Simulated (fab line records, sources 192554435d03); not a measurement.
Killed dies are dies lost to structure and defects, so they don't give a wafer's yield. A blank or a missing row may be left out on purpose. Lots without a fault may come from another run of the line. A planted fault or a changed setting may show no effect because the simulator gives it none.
Which tool did it? | flow n5_finfet | 8 lots, 24 wafers sampled, at 5 steps of a route of 1938

WHAT THE GAUGES READ, wafer by wafer
N5_BEOL_M9_INSPECT_58: inspects for defects (darkfield). Usual: raw_defect_count 68, standard deviation 21.
lot  | measured     | on                | raw_defect_count | flag
L999 | day 10 08:34 | defect_inspect-02 | 54 72 56         |
L103 | day 12 05:55 | defect_inspect-01 | 56 115 92        |
L106 | day 12 14:41 | defect_inspect-02 | 89 77 73         |
L108 | day 13 01:25 | defect_inspect-02 | 61 89 48         |
L114 | day 14 07:32 | defect_inspect-01 | 48 37 54         |
L113 | day 14 07:41 | defect_inspect-01 | 41 71 68         |
L111 | day 14 16:20 | defect_inspect-02 | 57 55 43         |
L120 | day 17 04:28 | defect_inspect-01 | 75 40 62         |

N5_BEOL_M15_RC_MEAS_101. Usual: COMB_M10 1.39e-11 S/m, standard deviation 3e-12; COMB_M11 1.5e-11 S/m, standard deviation 3.3e-12; COMB_M12 6.2e-12 S/m, standard deviation 1.3e-12; COMB_M13 4.6e-12 S/m, standard deviation 1e-12; COMB_M14 3.7e-12 S/m, standard deviation 8.7e-13; COMB_M15 2.3e-12 S/m, standard deviation 6.9e-13; COMB_M5 3.6e-11 S/m, standard deviation 6.7e-12; COMB_M6 2.6e-11 S/m, standard deviation 5e-12; COMB_M7 2.5e-11 S/m, standard deviation 5.6e-12; COMB_M8 2.6e-11 S/m, standard deviation 4.6e-12; COMB_M9 1.42e-11 S/m, standard deviation 2.8e-12; COMB_M9_max_site 2.1e-11 S/m, standard deviation 4.6e-12; SERP_M10 3.07 ohm/um, standard deviation 0.099; SERP_M11 3.09 ohm/um, standard deviation 0.11; SERP_M12 0.632 ohm/um, standard deviation 0.018; SERP_M13 0.308 ohm/um, standard deviation 0.005; SERP_M14 0.160 ohm/um, standard deviation 0.0047; SERP_M5 38.9 ohm/um, standard deviation 1.6; SERP_M6 14.2 ohm/um, standard deviation 0.59; SERP_M6_max_site 14.8 ohm/um, standard deviation 0.63; SERP_M7 14.0 ohm/um, standard deviation 0.59; SERP_M7_max_site 14.7 ohm/um, standard deviation 0.67; SERP_M8 13.7 ohm/um, standard deviation 0.54; SERP_M9 3.11 ohm/um, standard deviation 0.11.
lot  | measured     | on        | COMB_M10 (S/m)             | COMB_M11 (S/m)          | COMB_M12 (S/m)          | COMB_M13 (S/m)          | COMB_M14 (S/m)          | COMB_M15 (S/m)          | COMB_M5 (S/m)           | COMB_M6 (S/m)           | COMB_M7 (S/m)           | COMB_M8 (S/m)           | COMB_M9 (S/m)              | COMB_M9_max_site (S/m)  | SERP_M10 (ohm/um) | SERP_M11 (ohm/um) | SERP_M12 (ohm/um) | SERP_M13 (ohm/um) | SERP_M14 (ohm/um) | SERP_M5 (ohm/um) | SERP_M6 (ohm/um) | SERP_M6_max_site (ohm/um) | SERP_M7 (ohm/um) | SERP_M7_max_site (ohm/um) | SERP_M8 (ohm/um) | SERP_M9 (ohm/um) | flag
L999 | day 12 07:10 | prober-02 | 1.19e-11 1.23e-11 9.3e-12  | 1.2e-11 1e-11 1.6e-11   | 5.2e-12 7.1e-12 6.8e-12 | 5.9e-12 5.8e-12 5.2e-12 | 3.4e-12 4.1e-12 2.4e-12 | 2.2e-12 1.5e-12 9e-13   | 4.6e-11 3.1e-11 3.4e-11 | 3.9e-11 2.8e-11 2.9e-11 | 2.1e-11 1.9e-11 1.8e-11 | 2.3e-11 2.9e-11 2.4e-11 | 1.24e-11 1e-11 1e-11       | 1.6e-11 2.5e-11 1.7e-11 | 3.15 3.07 3.10    | 3.02 3.13 2.97    | 0.631 0.652 0.622 | 0.310 0.308 0.309 | 0.159 0.154 0.170 | 37.6 38.1 39.8   | 13.9 14.3 13.8   | 14.4 15.0 14.3            | 13.7 13.6 14.2   | 14.2 14.1 15.7            | 13.5 14.8 14.3   | 3.14 3.09 3.07   |
L103 | day 13 20:41 | prober-01 | 1.06e-11 8.6e-12 2.01e-11  | 1.6e-11 1.6e-11 1.6e-11 | 6.3e-12 6.1e-12 5.3e-12 | 4.6e-12 3.8e-12 5.1e-12 | 3.8e-12 3.6e-12 5e-12   | 2.6e-12 2e-12 1.6e-12   | 3.4e-11 3.3e-11 4.4e-11 | 3.5e-11 3.3e-11 2.4e-11 | 2.8e-11 2.2e-11 2.6e-11 | 2.9e-11 3.3e-11 3.5e-11 | 1.35e-11 6.34e-11 7.18e-11 | 2e-11 1.07e-10 9.6e-11  | 3.10 2.95 2.95    | 3.05 2.95 2.96    | 0.617 0.630 0.635 | 0.315 0.305 0.303 | 0.157 0.156 0.157 | 38.2 40.9 37.1   | 13.4 14.2 14.2   | 14.0 14.5 14.7            | 14.1 14.4 13.5   | 15.3 14.9 14.3            | 13.3 14.8 13.6   | 3.10 2.99 2.97   | OFF
L106 | day 14 11:38 | prober-01 | 1.41e-11 1.43e-11 1.37e-11 | 1.5e-11 2e-11 1.7e-11   | 6.9e-12 7.3e-12 8.3e-12 | 3.8e-12 4.8e-12 4e-12   | 3.7e-12 3.9e-12 5.2e-12 | 2.4e-12 2.7e-12 2.9e-12 | 3.8e-11 4.2e-11 5.5e-11 | 2e-11 4.2e-11 3.3e-11   | 3.1e-11 2.6e-11 2.5e-11 | 2.1e-11 2.2e-11 2.4e-11 | 1.4e-11 1.82e-11 1.74e-11  | 2.2e-11 2.4e-11 2.1e-11 | 3.24 3.14 3.06    | 2.85 2.96 3.00    | 0.598 0.628 0.603 | 0.295 0.311 0.299 | 0.165 0.160 0.163 | 37.9 36.8 36.8   | 14.3 14.6 14.4   | 14.9 15.0 14.8            | 14.5 14.2 15.1   | 15.7 14.6 15.7            | 13.7 14.0 14.1   | 2.98 2.95 3.05   |
L108 | day 14 15:55 | prober-02 | 1.73e-11 1.1e-11 1.66e-11  | 2.1e-11 1.7e-11 1.3e-11 | 5.8e-12 6.9e-12 4.9e-12 | 4.1e-12 3.7e-12 3.6e-12 | 3.4e-12 3.1e-12 2.8e-12 | 1.1e-12 1.9e-12 3e-12   | 3.9e-11 3.4e-11 3.6e-11 | 2.5e-11 2.6e-11 2.7e-11 | 2.1e-11 2e-11 2e-11     | 2.7e-11 2.4e-11 3.7e-11 | 1.73e-11 5.28e-11 4.96e-11 | 2.5e-11 6.7e-11 7.2e-11 | 3.11 3.08 3.17    | 3.08 3.06 3.04    | 0.647 0.624 0.623 | 0.313 0.311 0.312 | 0.167 0.158 0.163 | 39.8 41.9 40.4   | 14.0 13.5 13.4   | 14.4 13.5 13.9            | 14.4 13.9 13.3   | 15.0 14.4 14.1            | 14.4 13.4 13.2   | 3.00 2.86 2.92   | OFF
L114 | day 16 00:39 | prober-01 | 1.73e-11 2.28e-11 1.33e-11 | 1.8e-11 1.3e-11 1e-11   | 7.9e-12 5.5e-12 7.4e-12 | 4.8e-12 4.3e-12 4.5e-12 | 4e-12 4.6e-12 3.6e-12   | 2.7e-12 3.4e-12 2.7e-12 | 3.2e-11 2.3e-11 2.9e-11 | 2.5e-11 2.6e-11 2.2e-11 | 2.5e-11 1.5e-11 2.3e-11 | 3.1e-11 3.1e-11 2.7e-11 | 1.57e-11 1.23e-11 1.94e-11 | 2.3e-11 1.9e-11 2.4e-11 | 2.99 3.24 3.17    | 2.99 3.04 2.97    | 0.616 0.633 0.607 | 0.309 0.308 0.309 | 0.156 0.158 0.165 | 41.4 40.2 40.9   | 14.7 14.2 14.0   | 15.2 14.6 14.4            | 13.2 14.1 14.4   | 13.7 14.5 14.8            | 12.7 13.6 13.6   | 3.17 3.03 3.00   |
L113 | day 16 00:55 | prober-02 | 1.1e-11 1.08e-11 1.38e-11  | 1.5e-11 1.3e-11 1e-11   | 6.4e-12 6.3e-12 4.8e-12 | 3.9e-12 3.1e-12 4.1e-12 | 2.1e-12 3.4e-12 2.4e-12 | 1.6e-12 2.2e-12 1.9e-12 | 3.3e-11 4e-11 2.8e-11   | 2.8e-11 2.9e-11 2.4e-11 | 3e-11 2e-11 1.9e-11     | 2.1e-11 3.5e-11 2.2e-11 | 1.15e-11 1.07e-11 1.37e-11 | 1.3e-11 1.5e-11 1.7e-11 | 2.97 3.04 3.01    | 3.14 3.16 3.22    | 0.648 0.637 0.636 | 0.306 0.303 0.302 | 0.169 0.159 0.160 | 38.2 43.3 36.9   | 14.1 14.6 14.3   | 14.7 14.9 15.1            | 14.1 14.7 14.4   | 14.7 15.9 15.5            | 13.8 14.6 13.0   | 3.17 2.99 3.05   |
L111 | day 16 20:15 | prober-02 | 9.7e-12 1.68e-11 1.56e-11  | 1.6e-11 1.2e-11 1.3e-11 | 6.4e-12 5.9e-12 5.8e-12 | 3.6e-12 3.8e-12 6.2e-12 | 3.1e-12 2.8e-12 3.1e-12 | 1.4e-12 1.6e-12 1.9e-12 | 2.3e-11 3.9e-11 3.8e-11 | 1.8e-11 2.2e-11 1.9e-11 | 2.6e-11 3.8e-11 2.5e-11 | 2.5e-11 2.4e-11 2.8e-11 | 1.72e-11 1.19e-11 1.44e-11 | 2.7e-11 1.6e-11 1.8e-11 | 3.07 2.99 2.94    | 3.14 3.14 3.02    | 0.630 0.615 0.591 | 0.315 0.310 0.314 | 0.156 0.160 0.156 | 36.2 39.5 37.9   | 14.0 13.6 13.6   | 14.8 14.0 14.2            | 13.7 14.2 14.5   | 14.5 14.5 15.0            | 14.5 13.4 13.6   | 3.25 3.17 3.34   |
L120 | day 18 16:37 | prober-01 | 1.22e-11 1.4e-11 1.15e-11  | 2e-11 2.2e-11 1.6e-11   | 8.9e-12 5.8e-12 6.1e-12 | 4.3e-12 5.3e-12 4.7e-12 | 2.5e-12 2.2e-12 3.3e-12 | 2.5e-12 3.2e-12 2.6e-12 | 3.9e-11 4.1e-11 3e-11   | 3.2e-11 2.2e-11 2.7e-11 | 2.1e-11 2.2e-11 2.8e-11 | 3.3e-11 2.2e-11 2.3e-11 | 1.7e-11 1.7e-11 2e-11      | 2.1e-11 2.3e-11 2.5e-11 | 3.17 3.25 3.03    | 3.23 3.13 2.95    | 0.612 0.614 0.646 | 0.306 0.302 0.307 | 0.156 0.154 0.165 | 41.8 36.5 38.3   | 14.5 14.2 13.7   | 15.6 14.7 14.9            | 14.0 14.0 13.8   | 14.4 14.4 14.0            | 14.2 14.0 14.9   | 3.16 3.03 3.19   |

WHICH TOOL RAN EACH LOT (tool, then ch and the chambers of the sampled wafers, then the start)
lot  | N5_BEOL_M9_STRIP_80                           | N5_BEOL_M9_PRE_CLEAN_45      | N5_BEOL_M9_ALD_74
L999 | rie_diel-03 ch 0,1, day 10 05:07 or earlier   | pvd_sputter-01, day 10 05:07 | ald_metal-04 ch 1,2,3, day 10 05:25
L103 | rie_diel-03 ch 0,2, day 12 04:11 or earlier   | pvd_sputter-03, day 12 04:11 | ald_metal-04 ch 0,1, day 12 04:18
L106 | rie_diel-04 ch 0,3, day 12 12:37 or earlier   | pvd_sputter-02, day 12 12:37 | ald_metal-02 ch 0,1,3, day 12 12:41
L108 | rie_diel-04 ch 0,2, day 12 22:32 or earlier   | pvd_sputter-03, day 12 22:32 | ald_metal-04 ch 0,1,2, day 12 22:36
L114 | rie_diel-03 ch 0,2, day 14 05:50 or earlier   | pvd_sputter-02, day 14 05:50 | ald_metal-02 ch 1,2,3, day 14 05:55
L113 | rie_diel-04 ch 0,2,3, day 14 05:55 or earlier | pvd_sputter-02, day 14 05:55 | ald_metal-03 ch 0,2,3, day 14 06:00
L111 | rie_diel-05 ch 1,3, day 14 13:37 or earlier   | pvd_sputter-03, day 14 13:37 | ald_metal-02 ch 0,1,2, day 14 13:40
L120 | rie_diel-04 ch 1,2, day 17 02:40 or earlier   | pvd_sputter-03, day 17 02:40 | ald_metal-04 ch 1,2, day 17 02:43
- N5_BEOL_M9_STRIP_80: strips in N2/H2, time 10 s.
- N5_BEOL_M9_PRE_CLEAN_45: time 30 s.
- N5_BEOL_M9_ALD_74: deposits TaN, target thk 2 nm, pulse time 2 s, purge time 3 s.

WHAT THE TOOLS THEMSELVES READ (means of the sampled wafers that have a number; where no wafer has one, the mark that the record gives instead)
N5_BEOL_M9_STRIP_80. Usual: drypump_motor_current_A 5.7 A, standard deviation 0.46; oes_product_au 0.77 a.u., standard deviation 0.094; rf_vpp_V 59.2 V, standard deviation 0.79; showerhead_plenum_p_Torr 2.54 Torr, standard deviation 0.068; throttle_valve_pct 23.73 %, standard deviation 0.26.
lot  | tool        | drypump_motor_current_A (A) | oes_product_au (a.u.) | rf_vpp_V (V) | showerhead_plenum_p_Torr (Torr) | throttle_valve_pct (%) | flag
L999 | rie_diel-03 | 5.2                         | 0.79                  | 59.3         | 2.50                            | 23.72                  |
L103 | rie_diel-03 | 5.3                         | 0.87                  | 58.2         | 2.50                            | 23.64                  |
L106 | rie_diel-04 | 5.8                         | 0.79                  | 60.0         | 2.50                            | 23.74                  |
L108 | rie_diel-04 | 6.3                         | 0.79                  | 59.9         | 2.59                            | 23.86                  |
L114 | rie_diel-03 | 5.3                         | 0.85                  | 59.1         | 2.50                            | 23.66                  |
L113 | rie_diel-04 | 5.9                         | 0.86                  | 58.5         | 2.56                            | 23.62                  |
L111 | rie_diel-05 | 5.6                         | 0.69                  | 59.1         | 2.52                            | 23.90                  |
L120 | rie_diel-04 | 6.2                         | 0.82                  | 59.0         | 2.64                            | 23.75                  |

N5_BEOL_M9_PRE_CLEAN_45. Usual: heater_power_w 325 W, standard deviation 40.
lot  | tool           | heater_power_w (W) | flag
L999 | pvd_sputter-01 | 350                |
L103 | pvd_sputter-03 | 305                |
L106 | pvd_sputter-02 | 406                |
L108 | pvd_sputter-03 | 298                |
L114 | pvd_sputter-02 | 355                |
L113 | pvd_sputter-02 | 352                |
L111 | pvd_sputter-03 | 308                |
L120 | pvd_sputter-03 | 296                |

N5_BEOL_M9_ALD_74. Usual: heater_power_w 430 W, standard deviation 51; precursor_vessel_pressure_torr 26.26 Torr, standard deviation 0.051; precursor_vessel_temp_c 75.00 C, standard deviation 0.12.
lot  | tool         | heater_power_w (W) | precursor_vessel_pressure_torr (Torr) | precursor_vessel_temp_c (C) | flag
L999 | ald_metal-04 | 399                | 26.28                                 | 75.17                       |
L103 | ald_metal-04 | 399                | 26.20                                 | 74.97                       |
L106 | ald_metal-02 | 494                | 26.26                                 | 74.99                       |
L108 | ald_metal-04 | 385                | 26.20                                 | 75.06                       |
L114 | ald_metal-02 | 489                | 26.26                                 | 74.86                       |
L113 | ald_metal-03 | 419                | 26.27                                 | 75.00                       |
L111 | ald_metal-02 | 461                | 26.24                                 | 74.97                       |
L120 | ald_metal-04 | 397                | 26.18                                 | 74.99                       |

THE ANSWER, worked out from the rows above alone
Rule: a lot is off if the mean of its wafers that have a number lies more than 3 standard deviations from the usual mean. A lot without any number at a reading at which 4 lots or more have one is off too. The other lots that the step has rows for count as sound. The gauges are gone through in route order, then the tools' own readings, and for those a lot's mean is taken as printed above. The first step at which some lot is off is used, and at that step the reading that is off furthest; a lot without a number counts as furthest.
Off: L103, L108, at N5_BEOL_M15_RC_MEAS_101 (COMB_M9).
A tool fits if, at a process step before that reading, it ran every lot that is off, and no sound lot after the first of them. The gauges at N5_BEOL_M15_RC_MEAS_101 are tried like those tools. N5_BEOL_M9_STRIP_80 gives no start for some lots, so the hours and the order of its lots are those of N5_BEOL_M9_PRE_CLEAN_45. None of those tried fits.

WHAT THE SIMULATOR HAD PUT IN
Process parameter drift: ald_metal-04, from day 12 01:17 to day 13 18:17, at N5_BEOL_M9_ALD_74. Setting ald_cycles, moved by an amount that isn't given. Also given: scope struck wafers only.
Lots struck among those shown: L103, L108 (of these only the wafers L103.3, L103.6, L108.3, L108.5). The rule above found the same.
